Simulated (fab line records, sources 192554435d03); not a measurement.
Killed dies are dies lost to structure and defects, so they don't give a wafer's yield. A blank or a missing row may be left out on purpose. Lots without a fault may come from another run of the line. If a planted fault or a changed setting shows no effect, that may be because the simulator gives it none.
fab line records | flow n5-finfet
[record] lots = 7 | wafers = 39
route steps=1938 shown FIN_SAQP@120 HKMG_FIN@438 GATE_CUT@466
start-h: the number of hours between the record's first day and the start of the first shown wafer of the lot | wait-h: how many hours have passed since the lot's step before this one | " identical to the entry in the row above | L1.1+2: one row covering several wafers at once | - value missing, or start not given | * or withheld: withheld | < > ~ a bound
route shown NAME@n: NAME is a module with steps in the file, n the number in the route of the first one | usual: average and standard deviation across the fault-free wafers | same: alike in all rows | chamber/n: place in a boat | sites: readings site by site | _std_site: standard deviation across them | _edge_site: the outer-site mean with the inner-site mean subtracted | radius-mm: for every site, how far away it sits from the centre of the wafer | mask NAME#n: copy n | behind: the most recent tool/chamber to have shaped the wafer | hold: reason for holding the lot/hours on hold/outcome of the hold | device: names the non-switching transistor (n, p or np) | end of line: the route-end tests of the same wafers | step lacking rows: just its recipe | killed: count of dies lost to structure and defects at first sort (not the wafer's yield) | map: a wafer's dies, x killed, . not, _ none there
set.NAME: the setting as run; set.NAME@STEP: as run at that earlier step | model.NAME: the simulator's own value behind a step, which no gauge read
one table per step and one row per wafer, for lots whose settings were changed on purpose
[[steps]]
[step N5_FIN_SAQP_MANDREL_ETCH_22]
[recipe] target-depth-a = 600 | chemistry = HBr/Cl2 | target = a-Si | stop-on = SiNx | bt-time-s = 10 | over-etch-frac = 0.5 | time-s = 30 | pressure-mtorr = 10 | icp-w = 800 | bias-w = 75 | HBr_flow_sccm = 150 | Cl2_flow_sccm = 80 | ends = end-point
lot.wafer | tool      | chamber | start-h | wait-h | set.icp-w | model.SOC_of_FIN_SAQP_COAT_49.thk-nm
L074.1    | rie-si-04 | 3       | 23.29   | 0.0    | 800       | 75.05
L074.2    | "         | 2       | "       | "      | 800       | 75.52
L074.3    | "         | 0       | "       | "      | 800       | 75.79
L074.4    | "         | 1       | "       | "      | 743.3     | 76.2
L074.5    | "         | 3       | "       | "      | 743.3     | 76.25
L074.6    | "         | 0       | "       | "      | 743.3     | 75.74
L081.1    | rie-si-04 | 2       | 64.05   | 0.0    | 929.6     | 74.42
L081.2    | "         | 0       | "       | "      | 800       | 75.9
L081.3    | "         | 1       | "       | "      | 929.6     | 74.12
L081.4    | "         | 3       | "       | "      | 800       | 75.81
L081.5    | "         | 2       | "       | "      | 800       | 76.05
L081.6    | "         | 1       | "       | "      | 929.6     | 74.25
L089.1    | rie-si-01 | 0       | 111.85  | 0.0    | 865.7     | 75.73
L089.2    | "         | 2       | "       | "      | 800       | 76.27
L089.3    | "         | 1       | "       | "      | 800       | 76
L089.4    | "         | 1       | "       | "      | 800       | 76.14
L089.5    | "         | 2       | "       | "      | 865.7     | 75.07
L089.6    | "         | 0       | "       | "      | 865.7     | 75.52
L090.2    | rie-si-04 | 2       | 118.09  | 0.0    | 800       | 76.56
L090.4    | "         | 0       | "       | "      | 800       | 76.77
L090.6    | "         | 1       | "       | "      | 800       | 76.36
L092.1    | rie-si-04 | 2       | 130.24  | 0.0    | 800       | 76.54
L092.2    | "         | 0       | "       | "      | 800       | 76.09
L092.3    | "         | 1       | "       | "      | 862.6     | 75.74
L092.4    | "         | 3       | "       | "      | 862.6     | 75.44
L092.5    | "         | 2       | "       | "      | 800       | 76.46
L092.6    | "         | 3       | "       | "      | 862.6     | 75.46
L093.1    | rie-si-04 | 2       | 136.20  | 0.0    | 800       | 76.17
L093.2    | "         | 3       | "       | "      | 800       | 75.61
L093.3    | "         | 0       | "       | "      | 800       | 76.03
L093.4    | "         | 1       | "       | "      | 800       | 76.04
L093.5    | "         | 0       | "       | "      | 800       | 75.82
L093.6    | "         | 1       | "       | "      | 800       | 75.93
L095.1    | rie-si-04 | 3       | 151.45  | 0.0    | 800       | 76.05
L095.2    | "         | 2       | "       | "      | 800       | 76.57
L095.3    | "         | 1       | "       | "      | 800       | 75.73
L095.4    | "         | 0       | "       | "      | 901.8     | 74.64
L095.5    | "         | 3       | "       | "      | 901.8     | 74.33
L095.6    | "         | 2       | "       | "      | 901.8     | 74.67
[step N5_HKMG_FIN_ETCH_35]
[recipe] chemistry = N2/H2 | target = SOC | target-depth-a = 2158 | ion-energy-ev = 65 | bias-w = 5 | source-w = 3000 | time-s = 243.4 | pressure-mtorr = 30 | n2-flow-sccm = 200 | h2-flow-sccm = 200
lot.wafer | tool        | chamber | start-h | wait-h | set.time-s | model.HKMG_FIN.feature-depth-nm | model.etch.depth-nm | model.SOC_of_HKMG_FIN_COAT_29.thk-nm
L074.1    | rie-diel-04 | 1       | 75.44   | 0.0    | 217.9      | 192.8                           | 192.7               | 107.4
L074.2    | "           | 3       | "       | "      | 243.4      | 215.2                           | 215.3               | 83.4
L074.3    | "           | 0       | "       | "      | 243.4      | 211.8                           | 211.8               | 87.8
L074.4    | "           | 2       | "       | "      | 243.4      | 214                             | 213.9               | 85
L074.5    | "           | 1       | "       | "      | 217.9      | 191.6                           | 191.5               | 107.8
L074.6    | "           | 0       | "       | "      | 217.9      | 191                             | 191                 | 108.6
L081.1    | rie-diel-01 | 1       | 119.30  | 0.0    | 243.4      | 220.2                           | 220.1               | 79.8
L081.2    | "           | 3       | "       | "      | 289.7      | 261.4                           | 261.4               | 38
L081.3    | "           | 2       | "       | "      | 289.7      | 263.6                           | 263.5               | 36.2
L081.4    | "           | 0       | "       | "      | 289.7      | 256.4                           | 256.3               | 44
L081.5    | "           | 3       | "       | "      | 243.4      | 216                             | 216                 | 83.4
L081.6    | "           | 2       | "       | "      | 243.4      | 220                             | 220                 | 79.8
L089.1    | rie-diel-01 | 0       | 168.87  | 0.0    | 262.4      | 234.2                           | 234.3               | 66.4
L089.2    | "           | 2       | "       | "      | 243.4      | 222.2                           | 222.2               | 78.4
L089.3    | "           | 3       | "       | "      | 243.4      | 220.4                           | 220.3               | 78.8
L089.4    | "           | 1       | "       | "      | 262.4      | 236.8                           | 236.8               | 62.8
L089.5    | "           | 2       | "       | "      | 243.4      | 222.4                           | 222.3               | 77.4
L089.6    | "           | 3       | "       | "      | 262.4      | 236.6                           | 236.5               | 63.2
L090.2    | rie-diel-06 | 1       | 169.76  | 0.0    | 243.4      | 218.4                           | 218.3               | 80.2
L090.4    | "           | 3       | "       | "      | 243.4      | 218.6                           | 218.7               | 80.6
L090.6    | "           | 0       | "       | "      | 243.4      | 215.4                           | 215.3               | 84
L092.1    | rie-diel-01 | 1       | 199.22  | 0.0    | 243.4      | 221                             | 220.9               | 79.2
L092.2    | "           | 2       | "       | "      | 243.4      | 221.2                           | 221.1               | 79.2
L092.3    | "           | 3       | "       | "      | 243.4      | 217.4                           | 217.4               | 83.2
L092.4    | "           | 0       | "       | "      | 243.4      | 214.8                           | 214.8               | 85.4
L092.5    | "           | 2       | "       | "      | 243.4      | 221.8                           | 221.7               | 76.8
L092.6    | "           | 1       | "       | "      | 243.4      | 218.6                           | 218.5               | 82.2
L093.1    | rie-diel-04 | 1       | 200.18  | 0.0    | 243.4      | 215.4                           | 215.5               | 84.6
L093.2    | "           | 2       | "       | "      | 259.9      | 228.8                           | 228.8               | 70.8
L093.3    | "           | 0       | "       | "      | 259.9      | 233                             | 233                 | 67.4
L093.4    | "           | 3       | "       | "      | 243.4      | 214.8                           | 214.8               | 85.2
L093.5    | "           | 0       | "       | "      | 243.4      | 220.4                           | 220.3               | 80
L093.6    | "           | 3       | "       | "      | 259.9      | 229.6                           | 229.7               | 70.8
L095.1    | rie-diel-06 | 1       | 243.18  | 0.0    | 243.4      | 218                             | 218                 | 83.2
L095.2    | "           | 3       | "       | "      | 243.4      | 214                             | 214                 | 87.6
L095.3    | "           | 0       | "       | "      | 290.9      | 255.8                           | 255.7               | 45.6
L095.4    | "           | 2       | "       | "      | 290.9      | 262.4                           | 262.4               | 39.4
L095.5    | "           | 1       | "       | "      | 243.4      | 216.4                           | 216.4               | 84.6
L095.6    | "           | 0       | "       | "      | 290.9      | 255                             | 255                 | 46.4
[step N5_GATE_CUT_ETCH_56]
[recipe] chemistry = Cl2/Ar | target = TiN | target-depth-a = 216 | pressure-mtorr = 10 | icp-w = 600 | bias-w = 60 | Cl2_flow_sccm = 40 | Ar_flow_sccm = 60
lot.wafer | tool         | chamber | start-h | wait-h | set.target-depth-a | model.etch.depth-nm
L074.1    | rie-metal-01 | 0       | 79.75   | 0.1    | 196.1              | 19.85
L074.2    | "            | 1       | "       | "      | 196.1              | 19.89
L074.3    | "            | 1       | "       | "      | 216                | 21.87
L074.4    | "            | 0       | "       | "      | 196.1              | 19.83
L074.5    | "            | 1       | "       | "      | 216                | 21.92
L074.6    | "            | 0       | "       | "      | 216                | 21.89
L081.1    | rie-metal-03 | 1       | 123.60  | 0.1    | 216                | 21.89
L081.2    | "            | 0       | "       | "      | 216                | 21.76
L081.3    | "            | 0       | "       | "      | 197.8              | 20.07
L081.4    | "            | 1       | "       | "      | 197.8              | 19.86
L081.5    | "            | 1       | "       | "      | 197.8              | 20.03
L081.6    | "            | 0       | "       | "      | 216                | 21.6
L089.1    | rie-metal-02 | 1       | 173.32  | 0.1    | 216                | 22.03
L089.2    | "            | 0       | "       | "      | 216                | 21.45
L089.3    | "            | 1       | "       | "      | 238                | 24.29
L089.4    | "            | 0       | "       | "      | 238                | 23.43
L089.5    | "            | 1       | "       | "      | 216                | 22.02
L089.6    | "            | 0       | "       | "      | 238                | 23.71
L090.2    | rie-metal-03 | 0       | 174.00  | 0.1    | 216                | 21.79
L090.4    | "            | 0       | "       | "      | 216                | 21.77
L090.6    | "            | 1       | "       | "      | 216                | 21.66
L092.1    | rie-metal-02 | 0       | 203.45  | 0.1    | 216                | 21.46
L092.2    | "            | 1       | "       | "      | 216                | 22.13
L092.3    | "            | 1       | "       | "      | 216                | 21.86
L092.4    | "            | 0       | "       | "      | 225.6              | 22.32
L092.5    | "            | 1       | "       | "      | 225.6              | 23.05
L092.6    | "            | 0       | "       | "      | 225.6              | 22.28
L093.1    | rie-metal-03 | 0       | 204.42  | 0.1    | 216                | 22.15
L093.2+5  | "            | 1,0     | "       | "      | 216                | 22.16
L093.3    | "            | 0       | "       | "      | 216                | 22.04
L093.4    | "            | 1       | "       | "      | 216                | 22.06
L093.6    | "            | 1       | "       | "      | 216                | 22.13
L095.1+6  | rie-metal-03 | 0,1     | 247.93  | 0.1    | 216                | 21.98
L095.2    | "            | 1       | "       | "      | 228.1              | 23.2
L095.3    | "            | 1       | "       | "      | 228.1              | 23.08
L095.4    | "            | 0       | "       | "      | 228.1              | 23.16
L095.5    | "            | 0       | "       | "      | 216                | 21.99
[step N5_GATE_CUT_ETCH_37]
[recipe] chemistry = N2/H2 | target = SOC | target-depth-a = 600 | overetch-a = 120 | mask-material = SiARC | temp-c = 40 | time-s = 90 | ion-energy-ev = 200 | pressure-mtorr = 30 | source-w = 840 | bias-w = 150 | n2-flow-sccm = 200 | h2-flow-sccm = 200
[usual] rf-vpp-V = 523.5/2.8
lot.wafer | tool        | chamber | start-h | wait-h | set.bias-w | rf-vpp-V | model.SiARC_of_GATE_CUT_COAT_35.thk-nm
L074.1    | rie-diel-03 | 3       | 83.40   | 0.0    | 126.2      | 473.3    | 6.8
L074.2    | "           | 1       | "       | "      | 126.2      | 468.5    | 6.8
L074.3    | "           | 0       | "       | "      | 150        | 529.0    | 6
L074.4    | "           | 2       | "       | "      | 150        | 521.2    | 6
L074.5    | "           | 3       | "       | "      | 150        | 527.5    | 6
L074.6    | "           | 0       | "       | "      | 126.2      | 473.1    | 6.8
L081.1    | rie-diel-02 | 1       | 127.23  | 0.0    | 150        | 521.1    | 6
L081.2    | "           | 3       | "       | "      | 150        | 520.8    | 6
L081.3    | "           | 0       | "       | "      | 150        | 526.3    | 6
L081.4    | "           | 2       | "       | "      | 150        | 521.7    | 6
L081.5    | "           | 3       | "       | "      | 150        | 520.5    | 6
L081.6    | "           | 2       | "       | "      | 150        | 522.8    | 5.8
L089.1    | rie-diel-02 | 1       | 177.07  | 0.0    | 150        | 521.0    | 6
L089.2    | "           | 3       | "       | "      | 150        | 522.2    | 6
L089.3    | "           | 2       | "       | "      | 150        | 522.5    | 6
L089.4    | "           | 1       | "       | "      | 160.5      | 543.4    | 5.8
L089.5    | "           | 2       | "       | "      | 160.5      | 543.4    | 5.6
L089.6    | "           | 3       | "       | "      | 160.5      | 543.1    | 5.6
L090.2    | rie-diel-03 | 1       | 177.73  | 0.0    | 150        | 524.3    | 6
L090.4    | "           | 2       | "       | "      | 150        | 521.9    | 6
L090.6    | "           | 0       | "       | "      | 150        | 527.7    | 6
L092.1    | rie-diel-02 | 1       | 214.53  | 0.0    | 150        | 521.3    | 6
L092.2    | "           | 2       | "       | "      | 142        | 504.7    | 6.2
L092.3    | "           | 0       | "       | "      | 150        | 525.1    | 6
L092.4    | "           | 3       | "       | "      | 142        | 501.7    | 6.2
L092.5    | "           | 3       | "       | "      | 150        | 520.9    | 6
L092.6    | "           | 2       | "       | "      | 142        | 503.8    | 6.2
L093.1    | rie-diel-03 | 0       | 215.02  | 0.0    | 150        | 526.5    | 6
L093.2    | "           | 2       | "       | "      | 135.5      | 488.2    | 6.4
L093.3    | "           | 3       | "       | "      | 135.5      | 493.2    | 6.6
L093.4    | "           | 1       | "       | "      | 150        | 524.6    | 6
L093.5    | "           | 2       | "       | "      | 135.5      | 488.3    | 6.4
L093.6    | "           | 1       | "       | "      | 150        | 524.7    | 6
L095.1    | rie-diel-05 | 0       | 251.94  | 0.0    | 150        | 522.7    | 6.2
L095.2    | "           | 3       | "       | "      | 150        | 523.7    | 6
L095.3    | "           | 2       | "       | "      | 150        | 521.1    | 6
L095.4    | "           | 1       | "       | "      | 129.1      | 477.1    | 6.8
L095.5    | "           | 0       | "       | "      | 129.1      | 476.5    | 6.8
L095.6    | "           | 1       | "       | "      | 129.1      | 476.7    | 6.8
[[key]]
[split] step = N5_FIN_SAQP_MANDREL_ETCH_22 | setting = icp-w | stated = 800 | by = wafer
[response] step = N5_FIN_SAQP_MANDREL_ETCH_22 | reading = model.SOC_of_FIN_SAQP_COAT_49.thk-nm | change = -0.105 | per = 1% | r = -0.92
[split] step = N5_HKMG_FIN_ETCH_35 | setting = time-s | stated = 243.4 | by = wafer
[response] step = N5_HKMG_FIN_ETCH_35 | reading = model.HKMG_FIN.feature-depth-nm | change = +2.12 | per = 1% | r = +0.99
[response] step = N5_HKMG_FIN_ETCH_35 | reading = model.etch.depth-nm | change = +2.12 | per = 1% | r = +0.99
[response] step = N5_HKMG_FIN_ETCH_35 | reading = model.SOC_of_HKMG_FIN_COAT_29.thk-nm | change = -2.12 | per = 1% | r = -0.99
[split] step = N5_GATE_CUT_ETCH_56 | setting = target-depth-a | stated = 216 | by = wafer
[response] step = N5_GATE_CUT_ETCH_56 | reading = model.etch.depth-nm | change = +0.204 | per = 1% | r = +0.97
[split] step = N5_GATE_CUT_ETCH_37 | setting = bias-w | stated = 150 | by = wafer
[response] step = N5_GATE_CUT_ETCH_37 | reading = rf-vpp-V | change = +3.39 | per = 1% | r = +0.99
[response] step = N5_GATE_CUT_ETCH_37 | reading = model.SiARC_of_GATE_CUT_COAT_35.thk-nm | change = -0.05 | per = 1% | r = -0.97
